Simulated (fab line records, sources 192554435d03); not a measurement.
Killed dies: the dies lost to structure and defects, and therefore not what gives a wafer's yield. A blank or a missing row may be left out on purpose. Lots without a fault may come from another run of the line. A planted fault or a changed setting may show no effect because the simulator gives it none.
fab line records ; flow n5_finfet ; part 1 of 2: steps 1 to 4 of 6
[record] lots = 23; wafers = 69; last_day = 20
route steps=1938 shown DUMMY_REMOVAL@377 HKMG_FIN@407 GATE_CUT@473
lots untouched by any fault: they come from a run of this same line in which no faults occurred
start_h: the number of hours between the record's first day and the start of the first shown wafer of the lot ; wait_h: how many hours have passed since the lot's step before this one ; " as in the row above ; L1.1+2: a row that stands for several wafers ; - value missing, or start not given ; * or withheld: withheld ; < > ~ a bound
route shown NAME@n: NAME is a module with steps in the file, n the number in the route of the first one ; usual: the fault-free wafers' mean and standard deviation ; same: alike in all rows ; chamber/n: place in a boat ; sites: each site's reading ; _std_site: the standard deviation of these ; _edge_site: outer sites' mean less inner sites' ; radius_mm: for every site, how far away it sits from the centre of the wafer ; mask NAME#n: copy n ; behind: tool/chamber where the wafer was last shaped ; hold: what put the lot on hold/how long, in hours/how the hold closed ; device: names the non-switching transistor (n, p or np) ; end of line: tests run on the same wafers once the route is complete ; a step with no rows: only its recipe ; killed: not the wafer's yield, but the dies lost to structure and defects at the first sort ; map: the dies of a wafer, with x for killed, . for not killed, _ for no die there
set.NAME: setting as actually run; set.NAME@STEP: the setting as run at that earlier step ; model.NAME: the simulator's own value behind a step, which no gauge read
route steps across a sampled set of lots; one table per step, one row per wafer
services: from which hour (start_h, from the record's first day; less than 0 if before it) a tool's chamber was out of use, for how many hours, and why
[[steps]]
[step N5_DUMMY_REMOVAL_HM_STRIP_01]
[recipe] chemistry = CH3F/O2; material = SiNx; target_depth_a = 40; stop_on = poly-Si; time_s = 6.8; over_etch_frac = 0.3; ion_energy_ev = 60; power_w = 410; bias_w = 29; Ar_flow_sccm = 150; CH3F_flow_sccm = 30; O2_flow_sccm = 20
[usual] drypump_motor_current_A = 5.7/0.36; oes_product_au = 0.65/0.047; rf_vpp_V = 127.5/1.1; showerhead_plenum_p_Torr = 2.00/0.079; throttle_valve_pct = 16.21/0.16
[same] over_etch_frac = 0.3
lot.wafer;tool;chamber;start_h;wait_h;drypump_motor_current_A;oes_product_au;rf_hours_counter_h;rf_vpp_V;showerhead_plenum_p_Torr;throttle_valve_pct
L074.4;rie_diel-03;3;68.73;0.1;5.1;0.71;53;128.3;2.12;16.24
L074.5;rie_diel-03;3;68.73;0.1;5.1;0.71;-;129.6;2.12;16.25
L074.6;rie_diel-03;2;68.73;0.1;6.1;0.63;-;128.2;1.93;16.02
L075.2;rie_diel-03;1;75.76;0.0;5.4;0.77;5;126.6;1.97;16.02
L075.4;rie_diel-03;0;75.76;0.0;5.5;0.64;129;127.7;2.00;16.07
L075.6;rie_diel-03;2;75.76;0.0;6.2;0.63;-;126.6;1.93;16.01
L077.1;rie_diel-06;0;87.85;0.0;5.9;0.64;132;127.6;2.08;16.07
L077.3;rie_diel-06;1;87.85;0.0;5.5;0.66;97;127.1;1.85;16.29
L077.5;rie_diel-06;2;87.85;0.0;6.1;0.66;-;126.9;2.03;16.49
L078.2;rie_diel-06;1;92.89;0.3;5.5;0.67;98;126.0;1.85;16.32
L078.4;rie_diel-06;0;92.89;0.3;5.9;0.63;134;129.6;2.08;16.06
L078.5;rie_diel-06;0;92.89;0.3;5.9;0.63;-;128.5;2.08;16.06
L079.1;rie_diel-03;3;99.75;0.3;5.1;0.69;63;129.3;2.12;16.27
L079.2;rie_diel-03;0;99.75;0.3;5.5;0.63;137;127.0;1.99;16.08
L079.6;rie_diel-03;1;99.75;0.3;5.4;0.75;-;127.4;1.97;16.02
L080.1;rie_diel-05;3;111.97;0.0;6.1;0.65;124;128.8;2.01;16.20
L080.3;rie_diel-05;1;111.97;0.0;6.5;0.55;242;126.3;1.97;16.51
L080.6;rie_diel-05;1;111.97;0.0;6.5;0.55;-;128.1;1.97;16.51
L081.3;rie_diel-06;2;112.40;0.2;6.0;0.65;89;128.2;2.03;16.48
L081.4;rie_diel-06;2;112.40;0.2;6.1;0.65;-;128.7;2.03;16.50
L081.5;rie_diel-06;0;112.40;0.2;5.9;0.63;-;127.9;2.07;16.08
L082.2;rie_diel-03;1;120.55;0.0;5.4;0.74;19;126.6;1.97;16.05
L082.3;rie_diel-03;0;120.55;0.0;5.5;0.62;145;128.3;1.99;16.10
L082.5;rie_diel-03;2;120.55;0.0;6.1;0.62;-;126.6;1.92;16.04
L083.1;rie_diel-03;2;121.24;0.0;6.1;0.62;147;127.0;1.92;16.02
L083.5;rie_diel-03;1;121.24;0.0;5.4;0.73;-;126.6;1.97;16.04
L083.6;rie_diel-03;2;121.24;0.0;6.1;0.62;-;127.2;1.92;16.02
L084.1;rie_diel-03;0;127.76;0.0;5.4;0.62;146;128.8;1.99;16.10
L084.3;rie_diel-03;3;127.76;0.0;5.1;0.68;73;128.2;2.12;16.27
L084.6;rie_diel-03;0;127.76;0.0;5.5;0.62;-;127.2;1.99;16.10
L085.1;rie_diel-06;0;135.20;0.0;5.9;0.62;148;128.7;2.07;16.09
L085.2;rie_diel-06;2;135.20;0.0;6.0;0.65;98;129.1;2.03;16.50
L085.6;rie_diel-06;2;135.20;0.0;6.0;0.65;-;126.0;2.03;16.49
L086.3;rie_diel-06;3;142.25;0.0;5.7;0.62;145;128.7;2.09;16.33
L086.4;rie_diel-06;2;142.25;0.0;6.0;0.64;100;127.7;2.03;16.52
L086.5;rie_diel-06;1;142.25;0.0;5.5;0.66;-;125.4;1.84;16.32
L087.3;rie_diel-06;2;148.26;0.0;6.0;0.64;102;126.9;2.03;16.51
L087.5;rie_diel-06;3;148.26;0.0;5.7;0.61;-;128.4;2.09;16.32
L087.6;rie_diel-06;2;148.26;0.0;6.1;0.64;-;127.8;2.03;16.52
L088.1;rie_diel-06;0;153.99;0.0;5.9;0.61;155;128.6;2.07;16.11
L088.2;rie_diel-06;2;153.99;0.0;6.0;0.64;104;128.3;2.02;16.51
L088.5;rie_diel-06;3;153.99;0.0;5.7;0.61;-;128.3;2.09;16.33
L089.1;rie_diel-03;1;159.87;0.1;5.4;0.72;32;126.6;1.96;16.08
L089.3;rie_diel-03;2;159.87;0.1;6.1;0.61;159;126.9;1.92;16.05
L089.4;rie_diel-03;0;159.87;0.1;5.5;0.61;157;127.1;1.99;16.15
L090.2;rie_diel-03;3;165.61;0.0;5.1;0.67;85;128.2;2.11;16.30
L090.3;rie_diel-03;1;165.61;0.0;5.3;0.72;34;127.2;1.96;16.08
L090.4;rie_diel-03;0;165.61;0.0;5.4;0.61;160;126.4;1.99;16.12
L091.3;rie_diel-03;0;169.92;0.0;5.5;0.62;161;127.8;1.99;16.13
L091.5;rie_diel-03;0;169.92;0.0;5.5;0.62;-;125.9;1.99;16.15
L091.6;rie_diel-03;3;169.92;0.0;5.1;0.68;-;126.7;2.11;16.31
L092.2;rie_diel-06;1;177.91;0.0;5.5;0.64;119;126.0;1.84;16.34
L092.5;rie_diel-06;3;177.91;0.0;5.7;0.61;-;128.8;2.09;16.35
L092.6;rie_diel-06;2;177.91;0.0;6.0;0.63;-;127.5;2.02;16.55
L093.1;rie_diel-06;3;182.65;0.0;5.7;0.61;158;129.3;2.09;16.35
L093.4;rie_diel-06;0;182.65;0.0;5.9;0.61;164;126.1;2.07;16.12
L093.5;rie_diel-06;0;182.65;0.0;5.9;0.61;-;126.6;2.07;16.12
L094.1;rie_diel-06;3;188.70;0.0;5.7;0.61;160;128.4;2.09;16.34
L094.5;rie_diel-06;0;188.70;0.0;5.9;0.61;-;129.1;2.07;16.12
L094.6;rie_diel-06;3;188.70;0.0;5.7;0.61;-;128.1;2.09;16.35
L095.2;rie_diel-03;2;195.46;0.0;6.1;0.59;170;126.5;1.92;16.06
L095.3;rie_diel-03;3;195.46;0.0;5.1;0.67;93;127.3;2.11;16.31
L095.5;rie_diel-03;1;195.46;0.0;5.4;0.69;-;125.5;1.96;16.10
L096.1;rie_diel-03;1;205.79;0.2;5.4;0.69;47;127.6;1.96;16.09
L096.3;rie_diel-03;2;205.79;0.2;6.2;0.60;175;124.9;1.92;16.09
L096.5;rie_diel-03;1;205.79;0.2;5.4;0.70;-;126.1;1.96;16.12
L097.1;rie_diel-05;2;208.89;0.1;4.8;0.69;57;128.3;2.05;16.23
L097.2;rie_diel-05;1;208.89;0.1;6.5;0.74;12;126.7;1.96;16.09
L097.3;rie_diel-05;0;208.89;0.1;5.6;0.58;212;128.2;1.98;16.47
[step N5_DUMMY_REMOVAL_INSPECT_06]
[recipe] inspect_instrument = brightfield; mode = aei
[usual] raw_defect_count = 11/5.2
lot.wafer;tool;chamber;start_h;wait_h;raw_defect_count
L074.4;defect_inspect-02;-;68.92;0.0;15
L074.5;defect_inspect-02;-;68.92;0.0;4
L074.6;defect_inspect-02;-;68.92;0.0;9
L075.2;defect_inspect-02;-;75.95;0.0;16
L075.4;defect_inspect-02;-;75.95;0.0;16
L075.6;defect_inspect-02;-;75.95;0.0;8
L077.1;defect_inspect-02;-;88.04;0.0;5
L077.3;defect_inspect-02;-;88.04;0.0;4
L077.5;defect_inspect-02;-;88.04;0.0;3
L078.2;defect_inspect-02;-;93.09;0.0;11
L078.4;defect_inspect-02;-;93.09;0.0;7
L078.5;defect_inspect-02;-;93.09;0.0;8
L079.1;defect_inspect-01;-;99.99;0.0;13
L079.2;defect_inspect-01;-;99.99;0.0;23
L079.6;defect_inspect-01;-;99.99;0.0;9
L080.1;defect_inspect-01;-;112.17;0.0;10
L080.3;defect_inspect-01;-;112.17;0.0;8
L080.6;defect_inspect-01;-;112.17;0.0;12
L081.3;defect_inspect-01;-;112.60;0.0;9
L081.4;defect_inspect-01;-;112.60;0.0;8
L081.5;defect_inspect-01;-;112.60;0.0;7
L082.2;defect_inspect-02;-;120.75;0.0;9
L082.3;defect_inspect-02;-;120.75;0.0;9
L082.5;defect_inspect-02;-;120.75;0.0;15
L083.1;defect_inspect-01;-;121.44;0.0;8
L083.5;defect_inspect-01;-;121.44;0.0;15
L083.6;defect_inspect-01;-;121.44;0.0;10
L084.1;defect_inspect-01;-;127.95;0.0;14
L084.3;defect_inspect-01;-;127.95;0.0;10
L084.6;defect_inspect-01;-;127.95;0.0;14
L085.1;defect_inspect-01;-;135.39;0.0;8
L085.2;defect_inspect-01;-;135.39;0.0;23
L085.6;defect_inspect-01;-;135.39;0.0;4
L086.3;defect_inspect-01;-;142.45;0.0;12
L086.4;defect_inspect-01;-;142.45;0.0;28
L086.5;defect_inspect-01;-;142.45;0.0;9
L087.3;defect_inspect-02;-;148.46;0.0;20
L087.5;defect_inspect-02;-;148.46;0.0;21
L087.6;defect_inspect-02;-;148.46;0.0;8
L088.1;defect_inspect-01;-;154.19;0.0;9
L088.2;defect_inspect-01;-;154.19;0.0;13
L088.5;defect_inspect-01;-;154.19;0.0;14
L089.1;defect_inspect-02;-;160.07;0.0;14
L089.3;defect_inspect-02;-;160.07;0.0;15
L089.4;defect_inspect-02;-;160.07;0.0;6
L090.2;defect_inspect-01;-;165.81;0.0;22
L090.3;defect_inspect-01;-;165.81;0.0;13
L090.4;defect_inspect-01;-;165.81;0.0;13
L091.3;defect_inspect-01;-;170.12;0.0;10
L091.5;defect_inspect-01;-;170.12;0.0;6
L091.6;defect_inspect-01;-;170.12;0.0;11
L092.2;defect_inspect-01;-;178.11;0.0;16
L092.5;defect_inspect-01;-;178.11;0.0;8
L092.6;defect_inspect-01;-;178.11;0.0;8
L093.1;defect_inspect-02;-;182.85;0.0;7
L093.4;defect_inspect-02;-;182.85;0.0;3
L093.5;defect_inspect-02;-;182.85;0.0;8
L094.1;defect_inspect-02;-;188.89;0.0;2
L094.5;defect_inspect-02;-;188.89;0.0;10
L094.6;defect_inspect-02;-;188.89;0.0;16
L095.2;defect_inspect-02;-;195.65;0.0;10
L095.3;defect_inspect-02;-;195.65;0.0;4
L095.5;defect_inspect-02;-;195.65;0.0;4
L096.1;defect_inspect-02;-;205.99;0.0;18
L096.3;defect_inspect-02;-;205.99;0.0;22
L096.5;defect_inspect-02;-;205.99;0.0;6
L097.1;defect_inspect-02;-;209.09;0.0;9
L097.2;defect_inspect-02;-;209.09;0.0;21
L097.3;defect_inspect-02;-;209.09;0.0;10
[step N5_HKMG_FIN_STRIP_93]
[recipe] chemistry = N2/H2; material = SOC; time_s = 20; power_w = 500; temp_c = 40; pressure_mtorr = 50; rf_frequency_hz = 6e+07; bias_power_w = 8; h2_frac = 0.5; n2_flow_sccm = 300; h2_flow_sccm = 300
[usual] drypump_motor_current_A = 5.7/0.41; oes_product_au = 0.79/0.08; rf_vpp_V = 54.2/0.84; showerhead_plenum_p_Torr = 3.38/0.12; throttle_valve_pct = 19.1/0.37
lot.wafer;tool;chamber;start_h;wait_h;drypump_motor_current_A;oes_product_au;rf_hours_counter_h;rf_vpp_V;showerhead_plenum_p_Torr;throttle_valve_pct
L074.4;rie_diel-01;3;71.19;0.0;4.9;0.92;-;55.8;3.58;18.9
L074.5;rie_diel-01;0;71.19;0.0;4.9;0.74;-;53.8;3.33;19.1
L074.6;rie_diel-01;1;71.19;0.0;5.3;0.72;-;52.9;3.32;19.1
L075.2;rie_diel-02;0;77.96;0.2;5.3;0.76;150;54.6;3.35;18.9
L075.4;rie_diel-02;2;77.96;0.2;6.0;0.73;189;52.8;3.21;19.5
L075.6;rie_diel-02;3;77.96;0.2;5.7;0.72;-;53.1;3.49;19.2
L077.1;rie_diel-01;0;90.24;0.2;4.9;0.73;163;55.5;3.32;19.1
L077.3;rie_diel-01;3;90.24;0.2;4.9;0.92;24;54.9;3.58;18.9
L077.5;rie_diel-01;3;90.24;0.2;4.9;0.92;-;53.7;3.58;18.9
L078.2;rie_diel-02;1;95.09;0.2;5.7;0.81;104;55.1;3.25;18.9
L078.4;rie_diel-02;3;95.09;0.2;5.7;0.71;205;54.2;3.48;19.2
L078.5;rie_diel-02;0;95.09;0.2;5.3;0.76;-;53.2;3.34;18.9
L079.1;rie_diel-04;1;102.19;0.2;6.4;0.72;205;53.9;3.45;19.0
L079.2;rie_diel-04;0;102.19;0.2;5.7;0.67;248;54.0;3.19;19.5
L079.6;rie_diel-04;0;102.19;0.2;5.7;0.68;-;53.0;3.19;19.5
L080.1;rie_diel-04;1;114.35;0.2;6.4;0.73;208;54.4;3.45;19.0
L080.3;rie_diel-04;3;114.35;0.2;5.8;0.79;129;52.8;3.38;19.6
L080.6;rie_diel-04;1;114.35;0.2;6.4;0.73;-;53.4;3.45;19.0
L081.3;rie_diel-02;1;114.71;0.2;5.7;0.81;110;53.8;3.25;18.9
L081.4;rie_diel-02;0;114.71;0.2;5.3;0.76;163;55.2;3.34;19.0
L081.5;rie_diel-02;2;114.71;0.2;5.9;0.71;-;55.3;3.20;19.5
L082.2;rie_diel-04;2;122.92;0.2;5.8;0.88;42;54.2;3.28;18.3
L082.3;rie_diel-04;3;122.92;0.2;5.8;0.78;133;53.3;3.38;19.6
L082.5;rie_diel-04;3;122.92;0.2;5.8;0.77;-;53.9;3.38;19.6
L083.1;rie_diel-04;3;124.11;0.2;5.8;0.78;134;53.9;3.38;19.6
L083.5;rie_diel-04;2;124.11;0.2;5.8;0.87;-;53.4;3.28;18.3
L083.6;rie_diel-04;3;124.11;0.2;5.8;0.78;-;53.2;3.38;19.6
L084.1;rie_diel-04;1;130.28;0.2;6.4;0.72;216;53.7;3.45;19.0
L084.3;rie_diel-04;3;130.28;0.2;5.8;0.76;137;53.7;3.38;19.6
L084.6;rie_diel-04;3;130.28;0.2;5.8;0.77;-;54.7;3.38;19.6
L085.1;rie_diel-02;0;137.44;0.2;5.3;0.75;171;55.2;3.34;19.0
L085.2;rie_diel-02;2;137.44;0.2;5.9;0.70;209;52.9;3.20;19.5
L085.6;rie_diel-02;1;137.44;0.2;5.6;0.80;-;54.0;3.24;19.0
L086.3;rie_diel-04;2;144.91;0.2;5.7;0.86;53;53.9;3.28;18.4
L086.4;rie_diel-04;1;144.91;0.2;6.4;0.72;222;54.9;3.44;19.0
L086.5;rie_diel-04;2;144.91;0.2;5.7;0.85;-;52.8;3.28;18.4
L087.3;rie_diel-02;2;150.58;0.2;6.0;0.71;212;54.2;3.20;19.5
L087.5;rie_diel-02;0;150.58;0.2;5.3;0.75;-;55.1;3.33;19.0
L087.6;rie_diel-02;1;150.58;0.2;5.7;0.79;-;54.4;3.24;18.9
L088.1;rie_diel-04;1;156.30;0.2;6.4;0.72;227;54.2;3.44;19.0
L088.2;rie_diel-04;3;156.30;0.2;5.8;0.76;148;53.2;3.37;19.7
L088.5;rie_diel-04;3;156.30;0.2;5.8;0.76;-;54.2;3.37;19.6
L089.1;rie_diel-01;3;162.34;0.2;5.0;0.87;49;55.5;3.56;18.9
L089.3;rie_diel-01;0;162.34;0.2;4.9;0.72;188;55.1;3.31;19.1
L089.4;rie_diel-01;1;162.34;0.2;5.3;0.70;239;55.2;3.31;19.2
L090.2;rie_diel-04;0;167.98;0.2;5.8;0.95;11;54.4;3.59;19.2
L090.3;rie_diel-04;3;167.98;0.2;5.8;0.76;152;53.7;3.37;19.6
L090.4;rie_diel-04;2;167.98;0.2;5.8;0.85;59;53.8;3.27;18.4
L091.3;rie_diel-04;3;172.25;0.2;5.8;0.76;154;53.4;3.37;19.7
L091.5;rie_diel-04;0;172.25;0.2;5.7;0.95;-;55.4;3.58;19.2
L091.6;rie_diel-04;3;172.25;0.2;5.8;0.76;-;54.2;3.37;19.6
L092.2;rie_diel-02;2;180.23;0.2;5.9;0.69;223;54.6;3.19;19.5
L092.5;rie_diel-02;0;180.23;0.2;5.3;0.74;-;54.4;3.33;19.0
L092.6;rie_diel-02;1;180.23;0.2;5.7;0.79;-;53.4;3.24;19.0
L093.1;rie_diel-04;0;184.96;0.2;5.8;0.94;19;54.7;3.58;19.2
L093.4;rie_diel-04;0;184.96;0.2;5.7;0.94;-;53.9;3.58;19.2
L093.5;rie_diel-04;2;184.96;0.2;5.8;0.85;-;54.0;3.27;18.4
L094.1;rie_diel-02;1;191.56;0.2;5.6;0.78;137;53.4;3.23;19.0
L094.5;rie_diel-02;1;191.56;0.2;5.6;0.78;-;53.4;3.23;19.0
L094.6;rie_diel-02;2;191.56;0.2;5.9;0.69;-;54.2;3.19;19.5
L095.2;rie_diel-01;0;197.69;0.2;4.9;0.71;202;55.2;3.30;19.1
L095.3;rie_diel-01;2;197.69;0.2;6.4;0.86;55;53.6;3.57;19.3
L095.5;rie_diel-01;2;197.69;0.2;6.4;0.86;-;53.8;3.57;19.3
L096.1;rie_diel-01;0;208.09;0.2;4.9;0.70;207;54.3;3.30;19.1
L096.3;rie_diel-01;3;208.09;0.2;4.9;0.85;68;54.7;3.55;18.9
L096.5;rie_diel-01;0;208.09;0.2;4.9;0.70;-;53.5;3.30;19.1
L097.1;rie_diel-04;2;211.22;0.2;5.8;0.82;78;52.8;3.26;18.4
L097.2;rie_diel-04;0;211.22;0.2;5.7;0.91;31;55.6;3.58;19.2
L097.3;rie_diel-04;3;211.22;0.2;5.8;0.73;171;55.2;3.36;19.7
[step N5_HKMG_FIN_ETCH_32]
[recipe] chemistry = N2/H2; target = SOC; target_depth_a = 2400; temp_c = 40; time_s = 300; ion_energy_ev = 200; mask_material = SiARC; pressure_mtorr = 30; source_w = 840; bias_w = 150; n2_flow_sccm = 200; h2_flow_sccm = 200
[usual] drypump_motor_current_A = 5.6/0.47; oes_product_au = 0.78/0.084; rf_vpp_V = 524.2/2.6; showerhead_plenum_p_Torr = 2.56/0.1; throttle_valve_pct = 17.80/0.19
lot.wafer;tool;chamber;start_h;wait_h;drypump_motor_current_A;oes_product_au;rf_hours_counter_h;rf_vpp_V;showerhead_plenum_p_Torr;throttle_valve_pct
L074.4;rie_diel-01;0;74.03;0.1;5.0;0.74;-;524.6;2.52;17.77
L074.5;rie_diel-01;3;74.03;0.1;4.9;0.93;-;528.0;2.72;17.55
L074.6;rie_diel-01;1;74.03;0.1;5.3;0.72;-;522.9;2.51;17.99
L075.2;rie_diel-04;2;81.08;0.0;5.8;0.90;26;523.6;2.49;17.44
L075.4;rie_diel-04;0;81.08;0.0;5.7;0.68;-;520.5;2.41;18.03
L075.6;rie_diel-04;1;81.08;0.0;6.4;0.72;-;526.9;2.62;17.91
L077.1;rie_diel-02;3;93.30;0.0;5.7;0.71;205;524.4;2.64;17.84
L077.3;rie_diel-02;2;93.30;0.0;5.9;0.71;194;521.0;2.42;18.17
L077.5;rie_diel-02;1;93.30;0.0;5.7;0.82;-;520.8;2.46;17.70
L078.2;rie_diel-02;0;97.93;0.0;5.3;0.77;157;525.1;2.53;17.64
L078.4;rie_diel-02;1;97.93;0.0;5.7;0.81;105;522.2;2.46;17.70
L078.5;rie_diel-02;3;97.93;0.0;5.7;0.71;-;526.1;2.64;17.84
L079.1;rie_diel-02;2;105.09;0.0;5.9;0.70;199;519.9;2.42;18.16
L079.2;rie_diel-02;0;105.09;0.0;5.3;0.76;160;523.9;2.53;17.65
L079.6;rie_diel-02;3;105.09;0.0;5.6;0.71;-;524.9;2.64;17.85
L080.1;rie_diel-04;1;116.96;0.0;6.4;0.72;209;526.3;2.61;17.93
L080.3;rie_diel-04;2;116.96;0.0;5.7;0.87;39;521.7;2.48;17.47
L080.6;rie_diel-04;2;116.96;0.0;5.7;0.88;-;523.3;2.48;17.46
L081.3;rie_diel-02;1;117.45;0.0;5.7;0.81;111;521.0;2.46;17.71
L081.4;rie_diel-02;3;117.45;0.0;5.6;0.70;213;524.9;2.64;17.87
L081.5;rie_diel-02;0;117.45;0.0;5.3;0.75;-;523.9;2.53;17.65
L082.2;rie_diel-02;1;125.70;0.0;5.7;0.80;114;521.8;2.45;17.71
L082.3;rie_diel-02;2;125.70;0.0;6.0;0.70;206;520.6;2.42;18.17
L082.5;rie_diel-02;1;125.70;0.0;5.7;0.81;-;520.8;2.45;17.71
L083.1;rie_diel-01;2;126.98;0.0;6.4;0.91;27;527.7;2.72;17.76
L083.5;rie_diel-01;0;126.98;0.0;4.9;0.72;-;522.4;2.51;17.82
L083.6;rie_diel-01;1;126.98;0.0;5.3;0.71;-;524.6;2.51;18.03
L084.1;rie_diel-04;1;133.01;0.0;6.4;0.70;217;525.5;2.61;17.95
L084.3;rie_diel-04;0;133.01;0.0;5.7;1.01;1;527.2;2.73;17.68
L084.6;rie_diel-04;0;133.01;0.0;5.7;1.01;-;527.9;2.73;17.68
L085.1;rie_diel-01;0;140.34;0.0;4.9;0.73;181;523.4;2.51;17.81
L085.2;rie_diel-01;1;140.34;0.0;5.3;0.71;232;525.1;2.51;18.03
L085.6;rie_diel-01;3;140.34;0.0;4.9;0.88;-;527.2;2.71;17.61
L086.3;rie_diel-02;2;147.71;0.0;5.9;0.70;211;521.1;2.42;18.20
L086.4;rie_diel-02;0;147.71;0.0;5.3;0.75;175;523.3;2.52;17.66
L086.5;rie_diel-02;1;147.71;0.0;5.7;0.80;-;521.6;2.45;17.70
L087.3;rie_diel-01;2;153.39;0.0;6.4;0.90;37;528.3;2.71;17.79
L087.5;rie_diel-01;3;153.39;0.0;4.9;0.88;-;526.7;2.70;17.61
L087.6;rie_diel-01;2;153.39;0.0;6.4;0.90;-;527.4;2.71;17.79
L088.1;rie_diel-02;0;159.07;0.0;5.3;0.75;179;523.3;2.52;17.69
L088.2;rie_diel-02;1;159.07;0.0;5.7;0.79;126;521.2;2.45;17.74
L088.5;rie_diel-02;2;159.07;0.0;5.9;0.69;-;520.3;2.41;18.19
L089.1;rie_diel-04;2;165.07;0.0;5.8;0.85;58;520.6;2.48;17.48
L089.3;rie_diel-04;1;165.07;0.0;6.4;0.70;229;525.6;2.61;17.97
L089.4;rie_diel-04;3;165.07;0.0;5.8;0.76;151;525.0;2.55;17.89
L090.2;rie_diel-01;2;170.73;0.0;6.4;0.88;43;527.8;2.71;17.81
L090.3;rie_diel-01;3;170.73;0.0;4.9;0.86;52;526.5;2.70;17.63
L090.4;rie_diel-01;0;170.73;0.0;4.9;0.72;191;524.4;2.50;17.84
L091.3;rie_diel-04;0;175.29;0.0;5.7;0.95;15;529.4;2.72;17.70
L091.5;rie_diel-04;1;175.29;0.0;6.4;0.70;-;526.7;2.60;17.97
L091.6;rie_diel-04;2;175.29;0.0;5.8;0.85;-;521.7;2.48;17.48
L092.2;rie_diel-02;3;183.40;0.0;5.7;0.68;234;526.1;2.63;17.88
L092.5;rie_diel-02;2;183.40;0.0;5.9;0.69;-;520.4;2.41;18.21
L092.6;rie_diel-02;3;183.40;0.0;5.7;0.69;-;526.0;2.63;17.89
L093.1;rie_diel-01;1;187.63;0.0;5.3;0.69;248;521.8;2.50;18.07
L093.4;rie_diel-01;0;187.63;0.0;5.0;0.71;196;523.5;2.50;17.86
L093.5;rie_diel-01;2;187.63;0.0;6.4;0.87;-;528.8;2.71;17.81
L094.1;rie_diel-01;3;194.69;0.0;4.9;0.85;60;527.8;2.70;17.65
L094.5;rie_diel-01;2;194.69;0.0;6.4;0.87;-;528.7;2.71;17.81
L094.6;rie_diel-01;0;194.69;0.0;4.9;0.71;-;523.5;2.50;17.85
L095.2;rie_diel-02;0;200.51;0.0;5.3;0.74;191;523.2;2.52;17.70
L095.3;rie_diel-02;1;200.51;0.0;5.6;0.79;139;522.2;2.44;17.75
L095.5;rie_diel-02;1;200.51;0.0;5.7;0.79;-;522.3;2.44;17.76
L096.1;rie_diel-01;2;211.00;0.0;6.4;0.85;61;527.7;2.70;17.82
L096.3;rie_diel-01;0;211.00;0.0;4.9;0.71;208;523.3;2.50;17.88
L096.5;rie_diel-01;0;211.00;0.0;4.9;0.70;-;523.7;2.50;17.88
L097.1;rie_diel-01;1;213.95;0.0;5.3;0.98;0;521.4;2.50;17.64
L097.2;rie_diel-01;3;213.95;0.0;4.9;0.84;70;527.2;2.69;17.65
L097.3;rie_diel-01;2;213.95;0.0;6.4;0.86;62;525.2;2.70;17.84
